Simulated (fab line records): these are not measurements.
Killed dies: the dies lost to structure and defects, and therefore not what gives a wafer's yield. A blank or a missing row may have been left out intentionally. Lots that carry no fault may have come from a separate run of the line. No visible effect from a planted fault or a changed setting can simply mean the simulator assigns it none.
Struck lot and sound lot, side by side | flow nandHarc | 14 steps out of a route of 1159
Sound: these wafers, L814.3, L814.4, L814.5. Struck: wafers L822.1, L822.5, L822.6. Last of all comes the cause.
Order at every step that has rows: each side's tool, ch and its chambers, its first start. Under that, the readings that differ: sound wafers | struck wafers | difference of the means | sigmas: that difference in standard deviations of wafers without a fault.
alike: readings whose means differ by less than 2 such deviations, and words and numbers that are the same on both sides. not compared: withheld readings, readings that some wafer has no value for, bounds like >300 that may hide the same value, and numbers for which the record gives no deviation and whose values overlap.
The two part at a step that has a row with sigmas, a row that says differs or no value, or rows on one side only. Numbers that don't overlap but have no deviation are shown without sigmas and don't part them. A reading missing from all wafers of one side parts the sides only when that side holds two or more wafers.

NHARC_A_M1_DEP_33: deposits SiCN, target thk 30 nm.
  sound on pecvd-04 ch 0,1,2, day 20 09:08; struck on pecvd-01 ch 0,1,2, day 20 23:21
  alike: heaterPowerW
NHARC_A_BONDPAD_DEP_00: deposits SiCN, target thk 250 nm.
  sound on pecvd-04 ch 0,1,2; struck on pecvd-04 ch 0,1,2, day 20 23:55
  alike: heaterPowerW
NHARC_A_BONDPAD_CMP_29: polishes SiCN, target thk 200 nm.
  sound on cmp-01 ch 1,3, day 20 10:01; struck on cmp-04 ch 0,3, day 21 00:14
  alike: motorCurrentA
NHARC_A_BONDPAD_THK_MEAS_30: measures by ellipsometry.
  sound on filmMetro-02, day 20 10:16; struck on filmMetro-01, day 21 00:29
  alike: thkNm
then, 8 steps without rows for these wafers: NHARC_A_BONDPAD_SRD_31; NHARC_A_BONDPAD_DEHYDRATE_01 (time 120 s); NHARC_A_BONDPAD_HMDS_02 (time 30 s); NHARC_A_BONDPAD_COAT_33 (time 65 s); NHARC_A_BONDPAD_COAT_03 (resist thk 600 nm); NHARC_A_BONDPAD_SOFTBAKE_04 (time 70 s); NHARC_A_BONDPAD_EBR_05; NHARC_A_BONDPAD_EXPOSE_06 (exposes mask A BPAD).
NHARC_A_BONDPAD_PEB_07: peb time 80 s.
  sound on lithoTrack-02 ch 0, day 20 10:46; struck on lithoTrack-02, day 21 00:58
  no value came back on the struck wafers for chillPlateTempC (C), exhaustPa (Pa), plateTempC (C); on the sound wafers chillPlateTempC (C) reads 23.02 22.96 22.89
then, 1 step without rows for these wafers: NHARC_A_BONDPAD_DEVELOP_08 (time 50 s).

## WHERE THEY PART
Only at NHARC_A_BONDPAD_PEB_07, within this record.

WHY: what the simulator had put in
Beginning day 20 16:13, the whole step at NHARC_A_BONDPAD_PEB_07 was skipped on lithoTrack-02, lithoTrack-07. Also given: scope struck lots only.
